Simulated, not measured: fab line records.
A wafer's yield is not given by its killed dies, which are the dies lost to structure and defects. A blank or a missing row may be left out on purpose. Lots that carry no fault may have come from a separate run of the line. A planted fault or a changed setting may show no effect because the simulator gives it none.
Which tool is to blame? | flow n5 finfet | 12 lots with 36 wafers sampled at 4 steps, on a route of 1938 steps

== WHAT THE GAUGES READ, wafer by wafer ==
N5_BEOL_M3_THK_MEAS_01.
lot  | measured     | on            | M3_ILD_THK (nm)
L074 | day 6 21:46  | film metro-01 | 80.3 80.2 79.9
L077 | day 7 13:12  | film metro-02 | 77.4 79.4 78.0
L079 | day 8 04:43  | film metro-01 | 77.5 77.4 79.6
L081 | day 8 16:39  | film metro-02 | 77.9 79.9 79.4
L082 | day 8 21:05  | film metro-02 | 78.7 79.5 80.8
L085 | day 9 10:50  | film metro-02 | 77.8 80.0 79.3
L087 | day 9 21:00  | film metro-01 | 77.4 77.9 78.8
L088 | day 10 12:52 | film metro-02 | 78.0 78.6 79.3
L089 | day 10 23:19 | film metro-01 | 78.2 78.7 80.2
L093 | day 11 09:47 | film metro-02 | 78.6 79.4 77.8
L095 | day 11 23:37 | film metro-02 | 76.1 75.8 78.5
L097 | day 12 15:13 | film metro-01 | 76.7 76.8 78.5

== TOOL THAT RAN EACH LOT (tool first, then ch and the chambers of the sampled wafers, then the start) ==
lot  | N5_BEOL_M2_PRE_CLEAN_45      | N5_BEOL_M2_ANNEAL_93         | N5_BEOL_M2_ANNEAL_51
L074 | pvd sputter-03, day 6 18:11  | pvd sputter-02, day 6 20:11  | rtp anneal-01 ch 0, day 6 20:50
L077 | pvd sputter-02, day 7 09:35  | pvd sputter-03, day 7 11:38  | rtp anneal-01 ch 0, day 7 12:14
L079 | pvd sputter-03, day 8 00:56  | pvd sputter-01, day 8 03:10  | rtp anneal-01 ch 0, day 8 03:49
L081 | pvd sputter-01, day 8 13:09  | pvd sputter-01, day 8 15:05  | rtp anneal-01 ch 0, day 8 15:42
L082 | pvd sputter-03, day 8 16:09  | pvd sputter-01, day 8 19:33  | rtp anneal-02 ch 0, day 8 20:07
L085 | pvd sputter-02, day 9 05:04  | pvd sputter-02, day 9 09:04  | rtp anneal-01 ch 0, day 9 09:53
L087 | pvd sputter-03, day 9 16:56  | pvd sputter-03, day 9 19:10  | rtp anneal-01 ch 0, day 9 19:48
L088 | pvd sputter-01, day 10 09:22 | pvd sputter-02, day 10 11:17 | rtp anneal-02 ch 0, day 10 11:50
L089 | pvd sputter-03, day 10 19:38 | pvd sputter-02, day 10 21:44 | rtp anneal-02 ch 0, day 10 22:20
L093 | pvd sputter-03, day 11 06:19 | pvd sputter-03, day 11 08:15 | rtp anneal-02 ch 0, day 11 08:48
L095 | pvd sputter-01, day 11 20:02 | pvd sputter-02, day 11 22:03 | rtp anneal-02 ch 0, day 11 22:37
L097 | pvd sputter-01, day 12 11:45 | pvd sputter-01, day 12 13:41 | rtp anneal-02 ch 0, day 12 14:17
- N5_BEOL_M2_PRE_CLEAN_45: time 30 s.
- N5_BEOL_M2_ANNEAL_93: time 240 s.
- N5_BEOL_M2_ANNEAL_51: time 90 s.

== THE ANSWER, worked out from the rows above alone ==
Rule: the usual values come from the lots themselves. Put in order of their means at a reading, lots are off if they are a third of the lots or fewer, leave a main group of 4 or more, and stand apart from it by a gap of 3 or more times the standard deviation of the main group's means; of several such gaps the widest counts. Not used: any main group whose means are identical at the precision the tables above print for the reading. Also off: a lot with no number at a reading for which 4 or more lots have one. All remaining lots with rows at the step are treated as sound.
No lot is off on any of the readings shown, so nothing can be concluded from this.

== WHAT THE SIMULATOR HAD PUT IN ==
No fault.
